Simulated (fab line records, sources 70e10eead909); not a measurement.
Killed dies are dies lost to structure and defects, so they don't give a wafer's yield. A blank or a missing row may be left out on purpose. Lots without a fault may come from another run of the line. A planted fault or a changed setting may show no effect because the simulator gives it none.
Problem report in the 8D (eight disciplines) form, filled by code | flow nand_harc | the parts of the form that need people (team, actions taken, sign-off) are left out

1. THE PROBLEM
rf_fwd_power_W at NHARC_A_STAIRCASE_DEP_156 reads a mean of 375.4 W on 1 wafer of 1 lot; wafers without a fault read 448.1 W with a standard deviation of 1.5. That is -48 standard deviations from the usual mean.
The step: deposits SiNx, target thk 50 nm.
First seen on wafer L125.4, day 12 06:02, on pecvd-02. The record holds 36 wafers of 12 lots with a number at this step. Rule for "out", or "out of limits": more than 4 standard deviations from the usual mean. The other wafers with a number count as sound.

2. WHAT IT IS AND WHAT IT IS NOT
question                    | is                | is not
which readings at this step | rf_fwd_power_W    | heater_power_w
which lots                  | L125              | L118, L119, L120, L124, L131, L133, L136, L137, L139, L140, L141
which wafers of those lots  | L125.4            | L125.1, L125.3
read on which tools         | pecvd-02          | pecvd-01, pecvd-04
when                        | from day 12 06:02 | up to then (11 sound wafers); but 24 sound wafers of L124, L131, L133, L136, L137, L139, L140, L141 came after

3. SUSPECTS, AND WHAT RULES EACH OUT
Counting: a tool at a process step up to the reading stays a suspect if it ran every lot that is out. Sound lots after the first of them don't rule it out here, since some wafers of a struck lot are sound.
- rie_diel-04 at NHARC_A_CHANNEL_FILL_D1_STRIP_28 (strips in O2, time 20 s): kept. It ran the lot that is out, L125 (day 11 06:15); its last sound lot up to then is L120 (day 10 03:08).
- rie_diel-04 at NHARC_A_CHANNEL_FILL_D1_STRIP_29 (strips in O2, time 20 s): kept. It ran the lot that is out, L125 (day 12 05:56); its last sound lot up to then is L118 (day 10 16:13). NHARC_A_CHANNEL_FILL_D1_STRIP_29 gives no start for some lots, so the hours and the order of its lots are those of NHARC_A_CHANNEL_FILL_D1_INSPECT_13.
- pecvd-02 at NHARC_A_STAIRCASE_DEP_156 (deposits SiNx, target thk 50 nm): kept. It ran the lot that is out, L125 (day 12 06:02); its last sound lot up to then is L120 (day 11 02:56). Its own readings are out on those wafers: rf_fwd_power_W.
- Within rie_diel-04 at NHARC_A_CHANNEL_FILL_D1_STRIP_28: the wafers that are out ran in chamber 3; their sound lot-mates ran in chambers 1, 2.
- Within rie_diel-04 at NHARC_A_CHANNEL_FILL_D1_STRIP_29: the wafers that are out ran in chamber 0; their sound lot-mates ran in chambers 1, 3.
- Within pecvd-02 at NHARC_A_STAIRCASE_DEP_156: the wafers that are out ran in chamber 0; their sound lot-mates ran in chambers 1, 2.
Left after counting: rie_diel-04 at NHARC_A_CHANNEL_FILL_D1_STRIP_28, rie_diel-04 at NHARC_A_CHANNEL_FILL_D1_STRIP_29, pecvd-02 at NHARC_A_STAIRCASE_DEP_156.

4. THE CAUSE (what the simulator had put in)
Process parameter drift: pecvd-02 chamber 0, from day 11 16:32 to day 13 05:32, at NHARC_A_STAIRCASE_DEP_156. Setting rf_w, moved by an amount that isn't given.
Counting left 3 suspects, and this tool is among them.

5. THE CHAIN OF EFFECTS, in route order
Each row: a reading whose mean over the struck wafers that have a number lies more than 3 standard deviations from the usual. Only readings for which the record gives a usual standard deviation are gone through. hours: the time from each lot's start at the first step in this table that gives one to its start at this step, as a median over the lots. sigmas: the change in usual standard deviations.
hours | step                      | reading        | usual   | on struck wafers | change | sigmas
0     | NHARC_A_STAIRCASE_DEP_156 | rf_fwd_power_W | 448.1 W | 375.4            | -72.7  | -48
The process steps in it:
- NHARC_A_STAIRCASE_DEP_156: deposits SiNx, target thk 50 nm.

6. WHAT WOULD HAVE CAUGHT IT SOONER
In this record the first reading out of limits was taken at day 12 06:02, 14 hours after the fault began at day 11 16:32.
